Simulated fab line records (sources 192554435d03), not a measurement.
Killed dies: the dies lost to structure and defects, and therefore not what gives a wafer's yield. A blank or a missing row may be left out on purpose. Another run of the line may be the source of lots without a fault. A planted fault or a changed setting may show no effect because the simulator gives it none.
fab line records -- flow n5-finfet -- part 2 of 2: steps 5 to 6 of 6
[record] lots = 20, wafers = 60, last-day = 18
route steps=1938 shown BEOL_M7@1301 BEOL_M8@1336
lots that met no fault: taken from a fault-free run of the same line
start-h: hours from the record's first day to the start of the lot's first wafer shown -- wait-h: how many hours have passed since the lot's step before this one -- " identical to the entry in the row above -- L1.1+2: several wafers, shown together as one row -- - no value, or no start was given -- * or withheld: withheld -- < > ~ a bound
route shown NAME@n: a module of which the file shows steps, and the number in the route of the first -- usual: the fault-free wafers' mean and standard deviation -- same: alike in all rows -- chamber/n: place in a boat -- sites: the reading at each site -- _std_site: standard deviation across them -- _edge_site: the outer-site mean with the inner-site mean subtracted -- radius-mm: how far each site lies from the wafer's centre -- mask NAME#n: copy n -- behind: the last tool/chamber to shape the wafer -- hold: reason for holding the lot/hours on hold/outcome of the hold -- device: the transistor (n, p or np) that didn't switch -- end of line: the same wafers' tests at the end of the route -- step lacking rows: just its recipe -- killed: at the first sort, the dies lost to defects and structure; wafer yield is something else -- map: a wafer's dies, marking killed ones x, the rest . and places with no die _
set.NAME: the setting as run; set.NAME@STEP: as run at that earlier step -- model.NAME: the simulator's own value behind a step, which no gauge read
one table for each step of the route and one row for each wafer, over a sample of lots
services: from which hour (start-h, from the record's first day; less than 0 if before it) a tool's chamber was out of use, for how many hours, and why
[[steps]]
[step N5_BEOL_M8_ETCH_66]
[recipe] chemistry = N2/H2, target = SOC, target-depth-a = 800, overetch-a = 160, mask-material = SiARC, temp-c = 40, time-s = 120, ion-energy-ev = 200, pressure-mtorr = 30, source-w = 840, bias-w = 150, n2-flow-sccm = 200, h2-flow-sccm = 200
[usual] drypump-motor-current-A = 5.9/0.43, n2-flow-sccm = 200.0/0.61, oes-product-au = 0.62/0.056, rf-vpp-V = 524.2/2.9, showerhead-plenum-p-Torr = 2.55/0.1, throttle-valve-pct = 17.79/0.24
lot.wafer,tool,chamber,start-h,wait-h,drypump-motor-current-A,n2-flow-sccm,oes-product-au,rf-hours-counter-h,rf-vpp-V,showerhead-plenum-p-Torr,throttle-valve-pct
L074.1,rie-diel-04,2,196.85,0.0,6.3,200.2,0.54,208,519.9,2.41,18.20
L074.3,rie-diel-04,3,196.85,0.0,5.3,199.4,0.66,37,522.0,2.48,17.38
L074.5,rie-diel-04,2,196.85,0.0,6.3,199.4,0.55,-,521.2,2.41,18.22
L076.3,rie-diel-02,0,205.94,0.0,6.4,199.5,0.55,198,520.0,2.43,18.06
L076.4,rie-diel-02,3,205.94,0.0,6.3,200.2,0.67,49,525.6,2.60,17.90
L076.6,rie-diel-02,3,205.94,0.0,6.3,199.8,0.66,-,524.0,2.60,17.92
L075.2,rie-diel-04,3,207.25,0.0,5.3,199.8,0.66,41,521.9,2.48,17.40
L075.4,rie-diel-04,0,207.25,0.0,6.3,200.4,0.70,21,522.7,2.48,17.39
L075.5,rie-diel-04,2,207.25,0.0,6.3,200.0,0.54,-,520.1,2.41,18.21
L077.2,rie-diel-03,3,213.89,0.0,5.4,199.1,0.64,60,529.0,2.69,17.58
L077.4,rie-diel-03,1,213.89,0.0,5.9,199.8,0.64,70,523.5,2.56,17.87
L077.5,rie-diel-03,0,213.89,0.0,5.7,201.0,0.53,-,519.8,2.38,18.01
L079.1,rie-diel-03,2,220.59,0.0,5.1,200.1,0.54,216,523.2,2.53,18.07
L079.2,rie-diel-03,3,220.59,0.0,5.4,198.2,0.63,62,526.6,2.69,17.59
L079.6,rie-diel-03,2,220.59,0.0,5.1,199.7,0.53,-,523.3,2.53,18.07
L080.2,rie-diel-03,3,223.38,0.0,5.4,199.8,0.64,64,528.6,2.69,17.58
L080.3,rie-diel-03,1,223.38,0.0,5.9,200.1,0.63,74,524.4,2.56,17.87
L080.4,rie-diel-03,3,223.38,0.0,5.4,199.7,0.63,-,527.7,2.69,17.59
L082.2,rie-diel-02,3,226.34,0.0,6.4,199.8,0.66,57,526.0,2.60,17.92
L082.3,rie-diel-02,2,226.34,0.0,6.0,199.6,0.59,150,526.0,2.65,17.67
L082.4,rie-diel-02,0,226.34,0.0,6.4,198.9,0.54,206,520.4,2.42,18.06
L081.2,rie-diel-02,1,229.63,0.0,6.2,200.5,0.67,32,529.0,2.71,17.62
L081.3,rie-diel-02,3,229.63,0.0,6.3,199.7,0.66,58,525.6,2.60,17.93
L081.5,rie-diel-02,0,229.63,0.0,6.4,200.2,0.54,-,518.3,2.42,18.08
L083.1,rie-diel-02,0,231.74,0.0,6.4,200.1,0.54,208,520.0,2.42,18.09
L083.2,rie-diel-02,3,231.74,0.0,6.3,200.4,0.66,59,526.5,2.60,17.93
L083.4,rie-diel-02,1,231.74,0.0,6.2,199.4,0.67,32,527.6,2.71,17.61
L084.1,rie-diel-04,0,239.59,0.0,6.3,199.7,0.69,32,522.2,2.47,17.43
L084.2,rie-diel-04,1,239.59,0.0,6.3,200.4,0.66,62,524.9,2.58,17.78
L084.4,rie-diel-04,2,239.59,0.0,6.3,200.9,0.54,224,520.7,2.40,18.24
L088.2,rie-diel-04,3,318.18,0.0,5.3,200.1,0.62,72,522.7,2.46,17.45
L088.3,rie-diel-04,2,318.18,0.0,6.3,200.6,0.53,244,520.1,2.39,18.27
L088.5,rie-diel-04,0,318.18,0.0,6.3,201.1,0.66,-,522.7,2.47,17.46
L094.3,rie-diel-04,0,323.78,0.0,6.3,201.2,0.66,53,522.6,2.47,17.46
L094.4,rie-diel-04,3,323.78,0.0,5.3,200.4,0.63,75,523.6,2.46,17.45
L094.5,rie-diel-04,2,323.78,0.0,6.3,201.4,0.52,-,519.3,2.39,18.26
L090.1,rie-diel-04,1,328.23,0.0,6.3,199.5,0.64,87,526.0,2.57,17.78
L090.3,rie-diel-04,2,328.23,0.0,6.3,199.9,0.53,247,520.3,2.39,18.26
L090.6,rie-diel-04,0,328.23,0.0,6.3,199.4,0.66,-,523.5,2.47,17.48
L085.2,rie-diel-02,3,328.27,0.0,6.3,200.3,0.63,91,525.1,2.58,18.00
L085.4,rie-diel-02,0,328.27,0.0,6.4,199.8,0.53,239,519.6,2.41,18.14
L085.6,rie-diel-02,1,328.27,0.0,6.2,199.4,0.63,-,527.8,2.70,17.68
L089.3,rie-diel-04,0,337.78,0.0,6.3,199.9,0.66,57,522.0,2.46,17.47
L089.5,rie-diel-04,1,337.78,0.0,6.3,200.1,0.63,-,524.0,2.57,17.80
L089.6,rie-diel-04,3,337.78,0.0,5.3,200.1,0.63,-,522.7,2.46,17.46
L092.2,rie-diel-03,2,344.18,0.0,5.1,200.0,0.74,2,523.9,2.52,17.74
L092.4,rie-diel-03,0,344.18,0.0,5.7,200.4,0.70,28,529.6,2.69,17.63
L092.6,rie-diel-03,2,344.18,0.0,5.1,200.7,0.74,-,521.5,2.52,17.74
L091.1,rie-diel-04,3,347.46,0.0,5.3,199.4,0.62,82,522.0,2.46,17.46
L091.2,rie-diel-04,1,347.46,0.0,6.3,199.8,0.63,93,523.8,2.57,17.82
L091.3,rie-diel-04,0,347.46,0.0,6.2,199.8,0.65,61,522.7,2.46,17.46
L093.2,rie-diel-03,0,356.56,0.0,5.7,199.8,0.69,31,528.8,2.69,17.65
L093.3,rie-diel-03,1,356.56,0.0,5.9,200.4,0.60,119,525.5,2.54,17.95
L093.6,rie-diel-03,0,356.56,0.0,5.7,200.0,0.69,-,528.4,2.69,17.65
L096.1,rie-diel-02,2,359.94,0.0,6.0,199.5,0.56,194,526.1,2.63,17.75
L096.4,rie-diel-02,3,359.94,0.0,6.3,201.0,0.62,101,525.4,2.58,17.99
L096.5,rie-diel-02,0,359.94,0.0,6.4,201.1,0.52,-,518.5,2.40,18.17
L086.3,rie-diel-04,1,371.25,0.0,6.3,199.9,0.62,101,524.0,2.56,17.82
L086.4,rie-diel-04,2,371.25,0.0,6.3,200.5,0.73,4,528.3,2.71,17.90
L086.5,rie-diel-04,2,371.25,0.0,6.3,200.1,0.74,-,529.0,2.71,17.90
[step N5_BEOL_M8_VIA_ETCH_34]
[recipe] chemistry = C4F6/O2, target = SiCOH_lowk, target-depth-a = 1255, mask-material = SOC, taper-deg = 4, time-s = 50.5, ion-energy-ev = 250, pressure-mtorr = 30, source-w = 345, bias-w = 185, Ar_flow_sccm = 300, C4F6_flow_sccm = 10, O2_flow_sccm = 10
[usual] drypump-motor-current-A = 5.9/0.43, oes-product-au = 0.81/0.076, rf-vpp-V = 671/12, showerhead-plenum-p-Torr = 2.86/0.11, throttle-valve-pct = 20.91/0.26
lot.wafer,tool,chamber,start-h,wait-h,drypump-motor-current-A,oes-product-au,rf-hours-counter-h,rf-vpp-V,showerhead-plenum-p-Torr,throttle-valve-pct
L074.1,rie-diel-04,2,196.95,0.0,6.3,0.71,208,671,2.70,21.32
L074.3,rie-diel-04,3,196.95,0.0,5.3,0.89,37,654,2.78,20.57
L074.5,rie-diel-04,2,196.95,0.0,6.3,0.72,-,671,2.70,21.32
L076.3,rie-diel-02,0,206.04,0.0,6.4,0.72,198,686,2.72,21.08
L076.4,rie-diel-02,3,206.04,0.0,6.3,0.88,49,666,2.90,20.92
L076.6,rie-diel-02,3,206.04,0.0,6.3,0.87,-,665,2.90,20.93
L075.2,rie-diel-04,3,207.35,0.0,5.3,0.88,41,654,2.78,20.57
L075.4,rie-diel-04,0,207.35,0.0,6.3,0.93,21,674,2.79,20.54
L075.5,rie-diel-04,2,207.35,0.0,6.3,0.71,-,674,2.70,21.32
L077.2,rie-diel-03,3,213.99,0.0,5.4,0.83,60,691,2.99,20.57
L077.4,rie-diel-03,1,213.99,0.0,5.9,0.82,70,664,2.91,21.27
L077.5,rie-diel-03,0,213.99,0.0,5.7,0.69,-,648,2.68,21.05
L079.1,rie-diel-03,2,220.69,0.0,5.1,0.69,216,686,2.83,20.94
L079.2,rie-diel-03,3,220.69,0.0,5.4,0.82,63,690,2.99,20.59
L079.6,rie-diel-03,2,220.69,0.0,5.1,0.69,-,685,2.83,20.95
L080.2,rie-diel-03,3,223.48,0.0,5.4,0.82,64,691,2.99,20.57
L080.3,rie-diel-03,1,223.48,0.0,5.9,0.81,74,663,2.90,21.27
L080.4,rie-diel-03,3,223.48,0.0,5.4,0.81,-,690,2.99,20.56
L082.2,rie-diel-02,3,226.44,0.0,6.3,0.86,57,666,2.89,20.92
L082.3,rie-diel-02,2,226.44,0.0,6.0,0.78,150,681,2.99,20.92
L082.4,rie-diel-02,0,226.44,0.0,6.4,0.71,206,687,2.72,21.09
L081.2,rie-diel-02,1,229.73,0.0,6.2,0.87,32,674,3.02,20.64
L081.3,rie-diel-02,3,229.73,0.0,6.3,0.85,58,666,2.89,20.93
L081.5,rie-diel-02,0,229.73,0.0,6.4,0.71,-,687,2.72,21.10
L083.1,rie-diel-02,0,231.84,0.0,6.4,0.71,208,686,2.71,21.09
L083.2,rie-diel-02,3,231.84,0.0,6.3,0.86,59,666,2.89,20.92
L083.4,rie-diel-02,1,231.84,0.0,6.2,0.88,32,674,3.02,20.65
L084.1,rie-diel-04,0,239.69,0.0,6.3,0.91,32,673,2.78,20.54
L084.2,rie-diel-04,1,239.69,0.0,6.3,0.86,62,659,2.91,21.03
L084.4,rie-diel-04,2,239.69,0.0,6.4,0.70,224,673,2.70,21.33
L088.2,rie-diel-04,3,318.28,0.0,5.3,0.84,72,654,2.77,20.63
L088.3,rie-diel-04,2,318.28,0.0,6.3,0.68,244,672,2.69,21.37
L088.5,rie-diel-04,0,318.28,0.0,6.3,0.88,-,674,2.77,20.60
L094.3,rie-diel-04,0,323.88,0.0,6.3,0.87,53,673,2.77,20.58
L094.4,rie-diel-04,3,323.88,0.0,5.3,0.83,75,654,2.76,20.64
L094.5,rie-diel-04,2,323.88,0.0,6.3,0.69,-,673,2.69,21.36
L090.1,rie-diel-04,1,328.33,0.0,6.3,0.84,87,658,2.90,21.06
L090.3,rie-diel-04,2,328.33,0.0,6.3,0.69,248,672,2.69,21.37
L090.6,rie-diel-04,0,328.33,0.0,6.3,0.87,-,673,2.77,20.60
L085.2,rie-diel-02,3,328.37,0.0,6.3,0.81,91,666,2.88,20.99
L085.4,rie-diel-02,0,328.37,0.0,6.4,0.68,239,688,2.70,21.14
L085.6,rie-diel-02,1,328.37,0.0,6.2,0.82,-,674,3.00,20.67
L089.3,rie-diel-04,0,337.88,0.0,6.3,0.87,57,674,2.77,20.59
L089.5,rie-diel-04,1,337.88,0.0,6.3,0.84,-,659,2.89,21.08
L089.6,rie-diel-04,3,337.88,0.0,5.3,0.82,-,654,2.76,20.65
L092.2,rie-diel-03,2,344.28,0.0,5.1,0.96,2,685,2.81,20.67
L092.4,rie-diel-03,0,344.28,0.0,5.7,0.93,28,659,3.01,20.76
L092.6,rie-diel-03,2,344.28,0.0,5.1,0.95,-,684,2.81,20.67
L091.1,rie-diel-04,3,347.56,0.0,5.3,0.83,82,652,2.76,20.64
L091.2,rie-diel-04,1,347.56,0.0,6.3,0.83,93,657,2.89,21.08
L091.3,rie-diel-04,0,347.56,0.0,6.3,0.85,61,673,2.77,20.59
L093.2,rie-diel-03,0,356.66,0.0,5.7,0.91,31,658,3.01,20.76
L093.3,rie-diel-03,1,356.66,0.0,5.9,0.76,119,662,2.88,21.33
L093.6,rie-diel-03,0,356.66,0.0,5.7,0.91,-,658,3.01,20.76
L096.1,rie-diel-02,2,360.04,0.0,6.0,0.75,194,681,2.97,20.98
L096.4,rie-diel-02,3,360.04,0.0,6.3,0.80,101,664,2.87,20.99
L096.5,rie-diel-02,0,360.04,0.0,6.4,0.68,-,686,2.70,21.15
L086.3,rie-diel-04,1,371.35,0.0,6.3,0.83,101,658,2.89,21.10
L086.4,rie-diel-04,2,371.35,0.0,6.3,0.96,4,685,3.02,21.06
L086.5,rie-diel-04,2,371.35,0.0,6.3,0.97,-,684,3.02,21.05
[[services]]
tool,chamber,start-h,hours,kind
rie-diel-05,2,167.42,14.2,repair
rie-diel-06,-,168.33,28.1,pm
rie-diel-02,3,179.16,26.0,repair
rie-diel-04,-,181.13,14.6,pm
cmp-02,-,192.55,0.3,repair
cmp-02,-,234.08,4.0,pm
rie-diel-03,-,246.82,1.1,repair
rie-diel-04,0,253.23,8.6,repair
rie-diel-05,-,253.99,4.3,pm
cmp-03,-,254.31,4.0,pm
pvd-sputter-01,-,273.00,6.9,repair
rie-diel-04,-,273.54,1.3,repair
cmp-02,-,278.02,5.3,pm
cmp-03,-,282.78,8.0,pm
rie-diel-05,-,284.08,2.4,repair
rie-diel-01,1,294.48,7.1,repair
cmp-03,-,297.70,4.0,repair
cmp-02,-,304.89,2.2,repair
rie-diel-05,-,320.91,14.6,pm
cmp-02,-,329.54,0.5,repair
rie-diel-05,0,348.78,2.5,repair
rie-diel-06,3,349.43,8.6,repair
rie-diel-01,0,362.90,12.3,repair
rie-diel-05,1,368.33,8.1,repair
